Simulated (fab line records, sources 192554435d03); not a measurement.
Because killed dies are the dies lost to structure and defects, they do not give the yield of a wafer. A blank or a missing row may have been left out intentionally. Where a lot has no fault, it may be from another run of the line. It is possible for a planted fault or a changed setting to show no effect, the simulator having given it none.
Which of the tools did it?    flow n5Finfet    12 lots with 36 wafers sampled at 2 steps, on a route of 1938 steps

WHAT THE GAUGES SHOWED, per wafer
N5_BEOL_M2_CD_MEAS_28: target cd 26.2 nm, target cd y 24.1 nm.
lot   measured      on        cdNm (nm)
L075  day 6 18:13   cdSem-02  26.25 26.35 26.47
L077  day 7 10:28   cdSem-03  25.91 25.60 26.02
L079  day 7 19:08   cdSem-01  26.47 26.23 26.17
L081  day 8 09:26   cdSem-01  25.78 25.90 25.76
L082  day 8 18:55   cdSem-03  25.91 25.85 25.92
L085  day 10 01:40  cdSem-01  26.45 26.08 26.01
L087  day 10 06:37  cdSem-02  25.92 25.90 26.24
L089  day 10 09:10  cdSem-03  26.22 25.99 26.26
L091  day 10 20:07  cdSem-03  26.51 26.31 26.50
L093  day 11 08:47  cdSem-02  25.97 26.01 26.10
L095  day 11 19:10  cdSem-01  26.13 26.37 25.99
L097  day 12 21:16  cdSem-03  26.35 26.15 26.07

EACH LOT AND THE TOOL THAT RAN IT (in order: tool; ch and the chambers of the sampled wafers; start)
lot   N5_BEOL_M2_ETCH_64
L075  rieDiel-01 ch 0,1,3, day 6 17:13
L077  rieDiel-03 ch 0,1,2, day 7 09:29
L079  rieDiel-01 ch 0,3, day 7 18:28
L081  rieDiel-01 ch 0,1,3, day 8 08:46
L082  rieDiel-05 ch 0,1,3, day 8 18:07
L085  rieDiel-01 ch 1,2, day 10 00:59
L087  rieDiel-05 ch 0,3, day 10 05:43
L089  rieDiel-03 ch 1,2,3, day 10 08:15
L091  rieDiel-05 ch 0,2,3, day 10 19:19
L093  rieDiel-03 ch 0,1, day 11 08:01
L095  rieDiel-05 ch 1,3, day 11 18:17
L097  rieDiel-03 ch 0,2,3, day 12 20:25
- N5_BEOL_M2_ETCH_64: etches SOC in N2/H2, target depth 75 nm, overetch 22.5 nm, time 121.9 s.

THE ANSWER, worked out from the rows above alone
Rule: the usual values come from the lots themselves. The widest of any qualifying gaps counts: lots, ordered by their means at a reading, are off when they make up no more than a third of the lots, leave a main group of 4 or more, and stand apart from it by 3 or more times the standard deviation of that group's means. If all means in a main group match to the digits the tables above print for the reading, that group is not used. Also off: a lot with no number at a reading for which 4 or more lots have one. Any other lot the step has rows for is counted as sound.
No lot is off at any reading shown: from this, nothing can be told.

WHAT THE SIMULATOR HAD INSERTED
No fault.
